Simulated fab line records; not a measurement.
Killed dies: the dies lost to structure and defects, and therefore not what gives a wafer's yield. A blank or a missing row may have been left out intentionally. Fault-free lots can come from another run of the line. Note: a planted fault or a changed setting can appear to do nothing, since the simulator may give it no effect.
fab line records ; flow n5_finfet
record: lots: 7; wafers: 39
route steps=1938 shown DUMMY_GATE@220 HKMG_FIN@406
start_h: start of the lot's first displayed wafer, in hours after the record's first day ; wait_h: time in hours since the lot's previous step ; " repeats the value in the row above ; L1.1+2: a single row standing in for several wafers ; - no value present, or no start provided ; * or withheld: withheld ; < > ~ a bound
route shown NAME@n: names a module that has steps shown in the file, with the first one's number in the route ; usual: the fault-free wafers' mean and standard deviation ; same: alike in all rows ; chamber/n: place in a boat ; sites: the reading at each site ; _std_site: the values' standard deviation ; _edge_site: inner sites' mean taken away from outer sites' mean ; radius_mm: how far each site lies from the wafer's centre ; mask NAME#n: copy n ; behind: the most recent tool/chamber to have shaped the wafer ; hold: reason for holding the lot/hours on hold/outcome of the hold ; device: the n, p or np transistor that did not switch ; end of line: at the end of the route, the tests of the same wafers ; a step with no rows: only its recipe ; killed: at the first sort, the dies lost to defects and structure; wafer yield is something else ; map: the dies of a wafer, with x for killed, . for not killed, _ for no die there
set.NAME: the setting the step ran with; set.NAME@STEP: the setting that earlier step ran with ; model.NAME: the simulator's own value behind a step, which no gauge read
lots run with intentionally changed settings; tables by step, rows by wafer
== steps ==
step: N5_DUMMY_GATE_HM_DEP_06
recipe: material: SiNx; target_thk_a: 800; precursor: DCS/NH3; temp_c: 700; pressure_mtorr: 300; time_s: 5141
lot.wafer;tool;chamber;start_h;wait_h;set.target_thk_a;model.SiNx_of_DUMMY_GATE_HM_DEP_06.thk_nm
L074.2+3;lpcvd-01;1/70,1/75;40.89;0.0;800;80.2
L074.4;lpcvd-01;1/79;40.89;0.0;800;80
L080.1;-;-;-;0.0;833.8;83
L080.2+6;-;-;-;0.0;833.8;82.4
L080.3+4+5;-;-;-;0.0;833.8;82.2
L081.1+2;-;-;-;0.0;883.7;88.8
L081.3+5;-;-;-;0.0;883.7;88.6
L081.4+6;-;-;-;0.0;883.7;88.4
L089.1+4;-;-;-;0.0;880.5;88.6
L089.2;-;-;-;0.0;880.5;88.2
L089.3;-;-;-;0.0;880.5;88.4
L089.5+6;-;-;-;0.0;880.5;88
L092.1;-;-;-;0.0;700;68.4
L092.2;-;-;-;0.0;700;67.6
L092.3;-;-;-;0.0;700;68
L092.4+5;-;-;-;0.0;700;67.8
L092.6;-;-;-;0.0;700;67.4
L095.1+5;-;-;-;2.3;832.3;84
L095.2;-;-;-;2.3;832.3;83.6
L095.3;-;-;-;2.3;832.3;84.4
L095.4;-;-;-;2.3;832.3;83.8
L095.6;-;-;-;2.3;832.3;85
L097.1;-;-;-;0.0;706;70.8
L097.2;-;-;-;0.0;706;70
L097.3+6;-;-;-;0.0;706;70.2
L097.4;-;-;-;0.0;706;69.8
L097.5;-;-;-;0.0;706;70.6
step: N5_DUMMY_GATE_EXPOSE_12
recipe: mask_id: GATE; na: 0.33; source_shape: annular; sigma_inner: 0.2; sigma_outer: 0.6; polarization: unpolarized; target_cd_nm: 25; dose_mj: 34
lot.wafer;tool;chamber;start_h;wait_h;mask;set.dose_mj
L074.2+3+4;euv_scanner-01;0;45.06;-;GATE#0;34
L080.1+2+3+4+5+6;euv_scanner-01;0;85.81;-;GATE#0;34
L081.1+2+6;euv_scanner-02;0;94.61;-;GATE#0;34
L081.3+4+5;euv_scanner-02;0;94.61;-;GATE#0;31.48
L089.1+2+6;euv_scanner-02;0;137.02;-;GATE#0;35.22
L089.3+4+5;euv_scanner-02;0;137.02;-;GATE#0;34
L092.1+2+3;euv_scanner-01;0;155.26;-;GATE#0;32.08
L092.4+5+6;euv_scanner-01;0;155.26;-;GATE#0;34
L095.1+4+6;euv_scanner-01;0;176.49;-;GATE#0;34
L095.2+3+5;euv_scanner-01;0;176.49;-;GATE#0;36.48
L097.1+2+3+4+5+6;euv_scanner-01;0;184.46;-;GATE#0;34
step: N5_DUMMY_GATE_PEB_13
recipe: peb_temp_c: 100; peb_time_s: 60; resist: CAR-EUV
step: N5_DUMMY_GATE_DEVELOP_14
recipe: develop_time_s: 30; developer: TMAH; resist: CAR-EUV; rinse_liquid: surfactant_rinse; dry: air_spin; dev_temp_c: 23
step: N5_DUMMY_GATE_CD_MEAS_15
recipe: target_cd_nm: 25.8; landing_energy_ev: 500; detector: se_inlens
usual: cd_nm: 25.01/0.22
lot.wafer;tool;chamber;start_h;wait_h;set.dose_mj@DUMMY_GATE_EXPOSE_12;cd_nm
L074.2;cd_sem-01;0;45.18;-;34;24.66
L074.3;cd_sem-01;0;45.18;-;34;24.80
L074.4;cd_sem-01;0;45.18;-;34;24.72
L080.1;cd_sem-01;0;85.94;-;34;24.85
L080.2;cd_sem-01;0;85.94;-;34;24.87
L080.3;cd_sem-01;0;85.94;-;34;24.95
L080.4;cd_sem-01;0;85.94;-;34;25.27
L080.5;cd_sem-01;0;85.94;-;34;24.91
L080.6;cd_sem-01;0;85.94;-;34;25.34
L081.1;cd_sem-02;0;94.74;-;34;24.79
L081.2;cd_sem-02;0;94.74;-;34;24.83
L081.3;cd_sem-02;0;94.74;-;31.48;25.82
L081.4;cd_sem-02;0;94.74;-;31.48;26.67
L081.5;cd_sem-02;0;94.74;-;31.48;26.20
L081.6;cd_sem-02;0;94.74;-;34;25.40
L089.1;cd_sem-02;0;137.15;-;35.22;24.55
L089.2;cd_sem-02;0;137.15;-;35.22;24.56
L089.3;cd_sem-02;0;137.15;-;34;25.25
L089.4;cd_sem-02;0;137.15;-;34;24.90
L089.5;cd_sem-02;0;137.15;-;34;25.40
L089.6;cd_sem-02;0;137.15;-;35.22;24.26
L092.1;cd_sem-02;0;155.39;-;32.08;26.23
L092.2;cd_sem-02;0;155.39;-;32.08;26.17
L092.3;cd_sem-02;0;155.39;-;32.08;26.03
L092.4;cd_sem-02;0;155.39;-;34;25.13
L092.5;cd_sem-02;0;155.39;-;34;25.03
L092.6;cd_sem-02;0;155.39;-;34;24.96
L095.1;cd_sem-03;0;176.62;-;34;24.90
L095.2;cd_sem-03;0;176.62;-;36.48;23.73
L095.3;cd_sem-03;0;176.62;-;36.48;23.91
L095.4;cd_sem-03;0;176.62;-;34;25.20
L095.5;cd_sem-03;0;176.62;-;36.48;23.65
L095.6;cd_sem-03;0;176.62;-;34;24.58
L097.1;cd_sem-03;0;184.59;-;34;25.48
L097.2;cd_sem-03;0;184.59;-;34;25.33
L097.3;cd_sem-03;0;184.59;-;34;25.07
L097.4;cd_sem-03;0;184.59;-;34;25.03
L097.5;cd_sem-03;0;184.59;-;34;25.10
L097.6;cd_sem-03;0;184.59;-;34;24.88
step: N5_DUMMY_GATE_STRIP_38
recipe: chemistry: N2/H2; temp_c: 40; n2_flow_sccm: 200; h2_flow_sccm: 200; rf_frequency_hz: 6e+07
step: N5_DUMMY_GATE_STRIP_39
recipe: chemistry: N2/H2; temp_c: 40; n2_flow_sccm: 200; h2_flow_sccm: 200; rf_frequency_hz: 6e+07
step: N5_DUMMY_GATE_TRIM_49
recipe: chemistry: O2; resist: SOC; time_s: 29; target_cd_nm: 14; source_power_w: 300; bias_power_w: 0; O2_flow_sccm: 100; temp_c: 20
lot.wafer;tool;chamber;start_h;wait_h;set.dose_mj@DUMMY_GATE_EXPOSE_12;model.DUMMY_GATE.cd_nm
L074.2;rie_si-02;2;45.93;0.0;34;14.2
L074.3;rie_si-02;0;45.93;0.0;34;13.6
L074.4;rie_si-02;1;45.93;0.0;34;13.4
L080.1+2+6;rie_si-06;0,2,1;86.30;0.0;34;13.6
L080.3;rie_si-06;3;86.30;0.0;34;14
L080.4+5;rie_si-06;1,0;86.30;0.0;34;13.8
L081.1+6;rie_si-02;0,3;95.10;0.0;34;14
L081.2;rie_si-02;2;95.10;0.0;34;14.4
L081.3;rie_si-02;3;95.10;0.0;31.48;15.8
L081.4;rie_si-02;0;95.10;0.0;31.48;15.6
L081.5;rie_si-02;2;95.10;0.0;31.48;16
L089.1+6;rie_si-04;0;137.51;0.0;35.22;13.4
L089.2;rie_si-04;3;137.51;0.0;35.22;13.6
L089.3;rie_si-04;1;137.51;0.0;34;14.2
L089.4;rie_si-04;2;137.51;0.0;34;13.6
L089.5;rie_si-04;1;137.51;0.0;34;13.8
L092.1;rie_si-04;3;155.91;0.0;32.08;15.2
L092.2+3;rie_si-04;0,1;155.91;0.0;32.08;15.4
L092.4+5;rie_si-04;1,0;155.91;0.0;34;14.2
L092.6;rie_si-04;3;155.91;0.0;34;14.6
L095.1;rie_si-06;1;176.98;0.0;34;13.8
L095.2;rie_si-06;0;176.98;0.0;36.48;12.8
L095.3;rie_si-06;3;176.98;0.0;36.48;13.2
L095.4;rie_si-06;2;176.98;0.0;34;14.4
L095.5;rie_si-06;1;176.98;0.0;36.48;12.6
L095.6;rie_si-06;0;176.98;0.0;34;13.6
L097.1;rie_si-06;1;184.95;0.0;34;14.4
L097.2+5+6;rie_si-06;2,2,1;184.95;0.0;34;13.8
L097.3;rie_si-06;3;184.95;0.0;34;14.2
L097.4;rie_si-06;0;184.95;0.0;34;14
step: N5_HKMG_FIN_ETCH_58
recipe: chemistry: N2/H2; target: SOC; target_depth_a: 2158; ion_energy_ev: 50; bias_w: 13; time_s: 741; pressure_mtorr: 30; source_w: 875; n2_flow_sccm: 200; h2_flow_sccm: 200
usual: rf_vpp_V: 99.2/0.83
lot.wafer;tool;chamber;start_h;wait_h;set.bias_w;rf_vpp_V
L074.2;rie_diel-01;1;72.36;0.0;13;98.6
L074.3;rie_diel-01;3;72.36;0.0;13;99.8
L074.4;rie_diel-01;2;72.36;0.0;13;98.7
L080.1;rie_diel-06;3;112.45;0.0;13;99.0
L080.2;rie_diel-06;1;112.45;0.0;13;99.9
L080.3;rie_diel-06;2;112.45;0.0;13;100.4
L080.4;rie_diel-06;0;112.45;0.0;13;99.8
L080.5;rie_diel-06;2;112.45;0.0;13;99.4
L080.6;rie_diel-06;1;112.45;0.0;13;99.9
L081.1;rie_diel-02;3;119.69;0.0;10.84;88.2
L081.2;rie_diel-02;0;119.69;0.0;13;100.8
L081.3;rie_diel-02;2;119.69;0.0;13;98.2
L081.4;rie_diel-02;1;119.69;0.0;10.84;89.2
L081.5;rie_diel-02;0;119.69;0.0;13;99.7
L081.6;rie_diel-02;1;119.69;0.0;10.84;88.7
L089.1;rie_diel-01;3;163.35;0.0;13;98.8
L089.2;rie_diel-01;2;163.35;0.0;13;99.3
L089.3;rie_diel-01;1;163.35;0.0;14.07;102.8
L089.4;rie_diel-01;0;163.35;0.0;14.07;104.7
L089.5;rie_diel-01;3;163.35;0.0;13;98.1
L089.6;rie_diel-01;0;163.35;0.0;14.07;105.3
L092.1;rie_diel-06;3;180.80;0.0;11.77;91.7
L092.2;rie_diel-06;1;180.80;0.0;13;100.4
L092.3;rie_diel-06;2;180.80;0.0;13;101.0
L092.4;rie_diel-06;0;180.80;0.0;13;100.1
L092.5;rie_diel-06;0;180.80;0.0;11.77;90.6
L092.6;rie_diel-06;1;180.80;0.0;11.77;93.5
L095.1;rie_diel-01;1;201.39;0.0;11.53;91.8
L095.2;rie_diel-01;2;201.39;0.0;13;97.9
L095.3;rie_diel-01;0;201.39;0.0;11.53;91.5
L095.4;rie_diel-01;3;201.39;0.0;13;99.9
L095.5;rie_diel-01;2;201.39;0.0;11.53;90.9
L095.6;rie_diel-01;1;201.39;0.0;13;98.8
L097.1;rie_diel-01;0;210.83;0.0;13;97.2
L097.2;rie_diel-01;2;210.83;0.0;11.85;93.3
L097.3;rie_diel-01;1;210.83;0.0;13;99.1
L097.4;rie_diel-01;1;210.83;0.0;13;98.4
L097.5;rie_diel-01;2;210.83;0.0;11.85;93.2
L097.6;rie_diel-01;0;210.83;0.0;11.85;93.2
== key ==
split: step: N5_DUMMY_GATE_HM_DEP_06; setting: target_thk_a; stated: 800; by: lot
response: step: N5_DUMMY_GATE_HM_DEP_06; reading: model.SiNx_of_DUMMY_GATE_HM_DEP_06.thk_nm; change: +0.869; per: 1%; r: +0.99
split: step: N5_DUMMY_GATE_EXPOSE_12; setting: dose_mj; stated: 34; by: wafer
response: step: N5_DUMMY_GATE_CD_MEAS_15; reading: cd_nm; change: -0.171; per: 1%; r: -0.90
response: step: N5_DUMMY_GATE_TRIM_49; reading: model.DUMMY_GATE.cd_nm; change: -0.178; per: 1%; r: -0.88
split: step: N5_HKMG_FIN_ETCH_58; setting: bias_w; stated: 13; by: wafer
response: step: N5_HKMG_FIN_ETCH_58; reading: rf_vpp_V; change: +0.68; per: 1%; r: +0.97
